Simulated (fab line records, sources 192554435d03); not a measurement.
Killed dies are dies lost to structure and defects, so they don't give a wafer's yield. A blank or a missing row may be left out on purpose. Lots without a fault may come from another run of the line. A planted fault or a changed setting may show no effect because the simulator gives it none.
Chamber matching | flow n5_finfet | N5_BEOL_M2_ETCH_77 on rie_diel-04: 4 sister chambers
The step etches underlayer in N2/H2, target depth 6.5 nm, time 5.2 s. 4 wafers are shown with their chamber, then 10 later ones without.

WAFERS WITH THEIR CHAMBER
wafer  | chamber | drypump_motor_current_A (A)
L086.5 | 1       | 5.8
L090.2 | 3       | 5.7
L091.4 | 2       | 4.7
L091.5 | 0       | 5.6

WAFERS WITHOUT THEIR CHAMBER
wafer  | drypump_motor_current_A (A)
L091.6 | 5.6
L093.1 | 5.7
L093.2 | 5.6
L093.5 | 5.7
L094.1 | 5.6
L094.3 | 5.8
L094.5 | 5.6
L096.3 | 5.7
L096.5 | 4.8
L096.6 | 5.8

WHICH CHAMBER EACH WENT THROUGH
wafer  | from the rows above | in truth
L091.6 | 0                   | 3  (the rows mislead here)
L093.1 | 3                   | 3
L093.2 | 0                   | 0
L093.5 | 3                   | 3
L094.1 | 0                   | 0
L094.3 | 1                   | 1
L094.5 | 0                   | 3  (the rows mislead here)
L096.3 | 3                   | 3
L096.5 | 2                   | 2
L096.6 | 1                   | 1
Placed correctly: 8 of 10. Can't be placed from these rows: 0. Placed wrongly: 2.
How it was worked out, from the rows above alone: a wafer's distance from a chamber is the root of the sum, over the readings, of the square of ((its reading less the chamber's mean) divided by the reading's scatter). The wafer belongs to the nearest chamber; if the next one is less than 2 further off, it can't be placed. A chamber's mean is the mean of its shown wafers. The scatter: with one shown wafer a chamber, the root of the mean of the squares of how far each hidden wafer lies from its nearest shown one.
